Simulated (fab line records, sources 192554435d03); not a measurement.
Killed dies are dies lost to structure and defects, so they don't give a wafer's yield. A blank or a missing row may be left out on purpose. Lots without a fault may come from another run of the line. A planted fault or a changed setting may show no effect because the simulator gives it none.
A struck lot beside a sound one | flow n5_finfet | 20 steps out of a route of 1938
Sound: wafers L243.1, L243.3, L243.5. Struck: wafers L244.3, L244.4, L244.5. The cause comes at the end.
At each step with rows: each side's tool, then ch and its chambers, then its first start. Under that, the readings that differ: sound wafers | struck wafers | difference of the means | sigmas: that difference in standard deviations of wafers without a fault.
alike: readings whose means differ by less than 2 such deviations, and words and numbers that are the same on both sides. not compared: withheld readings, readings that some wafer has no value for, bounds like >300 that may hide the same value, and numbers for which the record gives no deviation and whose values overlap.
The two part at a step that has a row with sigmas, a row that says differs or no value, or rows on one side only. Numbers that don't overlap but have no deviation are shown without sigmas and don't part them. A reading that every wafer of one side lacks parts them only if that side has two wafers or more.

first, 1 step without rows for these wafers: N5_ZERO_LAYER_HARDBAKE_23 (time 120 s).
N5_ZERO_LAYER_CD_MEAS_11: target cd 2000 nm.
  sound on cd_sem-02 ch 0, day 6 18:48; struck on cd_sem-03 ch 0, day 7 00:46
  alike: cd_nm
N5_ZERO_LAYER_DESCUM_16: chemistry O2, time 7.9 s.
  sound on rie_diel-03 ch 0,2, day 6 18:55; struck on rie_diel-06 ch 0,1, day 7 00:48
  alike: drypump_motor_current_A, o2_flow_sccm, oes_product_au, rf_vpp_V, showerhead_plenum_p_Torr, temp_c, throttle_valve_pct
  not compared: rf_hours_counter_h
N5_ZERO_LAYER_ETCH_17: etches SiO2 in CF4, target depth 12 nm, time 13.3 s.
  sound on rie_diel-03 ch 0,2, day 6 18:58; struck on rie_diel-06 ch 0,1, day 7 00:50
  alike: bias_w, drypump_motor_current_A, oes_product_au, rf_vpp_V, showerhead_plenum_p_Torr, throttle_valve_pct
  not compared: rf_hours_counter_h
N5_ZERO_LAYER_ETCH_18: etches Si in HBr/Cl2, target depth 120 nm, time 40 s.
  sound on rie_si-04 ch 1,3, day 6 19:02; struck on rie_si-02 ch 0,2,3, day 7 00:55
  alike: bias_w, drypump_motor_current_A, oes_product_au, throttle_valve_pct
  not compared: rf_hours_counter_h
N5_ZERO_LAYER_STRIP_24: strips in O2.
  sound on plasma_asher-02 ch 0,1, day 6 19:08; struck on plasma_asher-02 ch 0,1, day 7 01:02
  alike: drypump_motor_current_A, heater_power_w, o2_flow_sccm, oes_product_au, strip_time_to_endpoint_s, temp_c
  not compared: rf_hours_counter_h
then, 1 step without rows for these wafers: N5_ZERO_LAYER_STRIP_19 (strips in SPM, time 900 s).
N5_ZERO_LAYER_INSPECT_20: inspects for defects (darkfield).
  sound on defect_inspect-02, day 6 19:31; struck on defect_inspect-02, day 7 01:23
  alike: raw_defect_count
then, 4 steps without rows for these wafers: N5_WELL_APT_HMDS_01 (time 60 s); N5_WELL_APT_COAT_02 (resist thk 950 nm); N5_WELL_APT_EBR_04; N5_WELL_APT_SOFTBAKE_03 (time 60 s).
N5_WELL_APT_EXPOSE_05: exposes mask NWELL, defocus 0 nm, target cd 200 nm.
  sound on krf_scanner-01 ch 0, day 6 19:46; struck on krf_scanner-02 ch 0, day 7 01:39
  reading                          | sound                | struck         | difference | sigmas
  model.WELL_APT.overlay_x_nm (nm) | 0.3927 0.3927 0.3927 | 54.6 54.6 54.6 | +54.2      |
  alike: mask, exposure_dose_mJ_cm2
then, 3 steps without rows for these wafers: N5_WELL_APT_PEB_06 (peb time 90 s); N5_WELL_APT_DEVELOP_07 (develop time 45 s); N5_WELL_APT_HARDBAKE_12 (time 120 s).
N5_WELL_APT_CD_MEAS_08: target cd 200 nm.
  sound on cd_sem-02 ch 0, day 6 19:56; struck on cd_sem-01 ch 0, day 7 01:49
  alike: cd_nm
N5_WELL_APT_OVL_MEAS_09:
  sound on overlay-01 ch 0, day 6 19:58; struck on overlay-01 ch 0, day 7 01:50
  reading        | sound   | struck   | difference | sigmas
  NWELL_OVL (nm) | -4 6 -1 | 53 51 53 | +52        | +8
N5_WELL_APT_INSPECT_10: inspects for defects (macro).
  sound on defect_inspect-02, day 6 20:00; struck on defect_inspect-02, day 7 01:52
  alike: raw_defect_count
-- the record jumps here: 6 days lie between the struck wafers' starts before and after (it left off in module WELL_APT and takes up again in module BEOL_M4, whose first step shown is number 1111 of the route) --
N5_BEOL_M4_RC_MEAS_101:
  sound on prober-02 ch 0, day 12 20:36; struck on prober-01 ch 0, day 13 06:36
  alike: DIBL_N, DIBL_P, IOFF_N, IOFF_P, ION_N, ION_P, SS_N, SS_P, VT_N, VT_P

WHERE THEY PART
Only at N5_WELL_APT_OVL_MEAS_09, within this record. Later steps at which nothing parts them and some readings are alike: N5_WELL_APT_INSPECT_10, N5_BEOL_M4_RC_MEAS_101.

WHY: what the simulator had put in
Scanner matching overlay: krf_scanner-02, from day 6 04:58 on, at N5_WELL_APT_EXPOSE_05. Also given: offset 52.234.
